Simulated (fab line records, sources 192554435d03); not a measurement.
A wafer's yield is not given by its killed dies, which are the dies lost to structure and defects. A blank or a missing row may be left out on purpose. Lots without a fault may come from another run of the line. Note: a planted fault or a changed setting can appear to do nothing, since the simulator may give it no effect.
Chamber matching / flow n5 finfet / N5_SD_EPI_P_ETCHBACK_46 on rie diel-01: 4 sister chambers
The step etches SiNx in CH3F/O2, stops on SiO2, target depth 17.5 nm. 4 wafers are shown with their chamber, then 6 later ones without.

WAFERS, EACH WITH ITS CHAMBER
wafer=L681.1; chamber=2; showerhead plenum p Torr (Torr)=1.88
wafer=L685.1; chamber=0; showerhead plenum p Torr (Torr)=2.04
wafer=L685.4; chamber=3; showerhead plenum p Torr (Torr)=2.04
wafer=L685.5; chamber=1; showerhead plenum p Torr (Torr)=2.07

WAFERS WITHOUT THEIR CHAMBER
wafer=L692.3; showerhead plenum p Torr (Torr)=2.03
wafer=L692.5; showerhead plenum p Torr (Torr)=2.04
wafer=L692.6; showerhead plenum p Torr (Torr)=2.06
wafer=L695.1; showerhead plenum p Torr (Torr)=2.03
wafer=L695.3; showerhead plenum p Torr (Torr)=2.04
wafer=L695.4; showerhead plenum p Torr (Torr)=2.04

WHICH CHAMBER EACH ONE RAN IN
wafer=L692.3; from the rows above=can't be placed: 0 or 3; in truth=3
wafer=L692.5; from the rows above=can't be placed: 0 or 3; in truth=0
wafer=L692.6; from the rows above=can't be placed: 1 or 0 or 3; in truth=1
wafer=L695.1; from the rows above=can't be placed: 0 or 3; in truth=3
wafer=L695.3; from the rows above=can't be placed: 0 or 3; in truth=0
wafer=L695.4; from the rows above=can't be placed: 0 or 3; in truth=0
Correct placement for 0 of the 6. Cannot be placed on the basis of these rows: 6; the candidates contain the true chamber in 6. Placed wrongly: 0.
How it was worked out, from the rows above alone: a wafer's distance from a chamber is the root of the sum, over the readings, of the square of ((its reading less the chamber's mean) divided by the reading's scatter). The wafer belongs to the nearest chamber; if the next one is less than 2 further off, it can't be placed. For every chamber, the mean is computed from those of its wafers that are shown. The scatter: with one shown wafer a chamber, the root of the mean of the squares of how far each hidden wafer lies from its nearest shown one.
